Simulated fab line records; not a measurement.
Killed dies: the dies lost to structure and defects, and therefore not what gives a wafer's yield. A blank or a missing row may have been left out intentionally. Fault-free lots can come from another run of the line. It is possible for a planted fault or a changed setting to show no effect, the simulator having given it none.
A single fault, viewed from 2 desks / flow n5-finfet / only its own numbers are on each desk; what lay behind them is given at the end

## AT THE TOOL OWNER'S DESK: rie-diel-02
The tool's own readings at N5_BEOL_M14_ETCH_59 (etches BARC in N2/H2, target depth 89 nm, overetch 26.7 nm, time 67.9 s): means of the sampled wafers that have a number, for each lot that ran on this tool. Marked OUT: a lot whose mean sits more than 4 standard deviations from the usual mean, which makes it out of limits; the brackets give that distance.
Columns: A = drypump-motor-current-A at N5_BEOL_M14_ETCH_59, usual 5.7 A; B = oes-product-au at N5_BEOL_M14_ETCH_59, usual 0.69 a.u.; C = rf-vpp-V at N5_BEOL_M14_ETCH_59, usual 524.5 V; D = run-length-s at N5_BEOL_M14_ETCH_59, usual 91.3 s; E = showerhead-plenum-p-Torr at N5_BEOL_M14_ETCH_59, usual 2.57 Torr; F = throttle-valve-pct at N5_BEOL_M14_ETCH_59, usual 17.80 %
lot=L908; first seen here=day 13 19:15; A=5.6; B=0.65; C=523.7; D=92.6; E=2.54; F=17.95
lot=L909; first seen here=day 13 22:42; A=5.5; B=0.61; C=522.2; D=92.9; E=2.48; F=17.93
lot=L911; first seen here=day 14 02:45; A=6.1; B=0.68; C=524.9; D=92.4; E=2.59; F=17.72
lot=L918; first seen here=day 16 18:49; A=5.9; B=0.69; C=526.7; D=91.3; E=2.63; F=17.78
lot=L920; first seen here=day 16 23:47; A=5.8; B=0.67; C=526.0; D=91.7; E=2.60; F=17.77
Finding of this desk: none of the 5 lots has anything out of limits.

## AT THE METROLOGY DESK
Means of the sampled wafers that have a number, per lot and without regard to the tool the lot ran on: this is what the gauges read. Marked OUT: a lot whose mean sits more than 4 standard deviations from the usual mean, which makes it out of limits; the brackets give that distance.
Columns: A = cd-nm at N5_BEOL_M14_CD_MEAS_10, usual 250.3 nm
lot=L897; first seen here=day 11 15:17; A=248.6
lot=L901; first seen here=day 12 01:29; A=251.0
lot=L908; first seen here=day 13 19:08; A=251.8
lot=L909; first seen here=day 13 22:34; A=250.8
lot=L911; first seen here=day 14 02:36; A=250.9
lot=L913; first seen here=day 15 01:16; A=249.7
lot=L914; first seen here=day 15 01:31; A=249.2
lot=L916; first seen here=day 15 19:12; A=250.1
lot=L918; first seen here=day 16 18:42; A=252.5
lot=L919; first seen here=day 16 19:22; A=250.1
lot=L920; first seen here=day 16 23:40; A=252.1
Finding of this desk: none of the 11 lots has anything out of limits.

## PUT TOGETHER
The tool owner's desk saw nothing out of limits.
From the metrology desk's view, nothing was out of limits.

## WHAT HAD BEEN PUT IN BY THE SIMULATOR
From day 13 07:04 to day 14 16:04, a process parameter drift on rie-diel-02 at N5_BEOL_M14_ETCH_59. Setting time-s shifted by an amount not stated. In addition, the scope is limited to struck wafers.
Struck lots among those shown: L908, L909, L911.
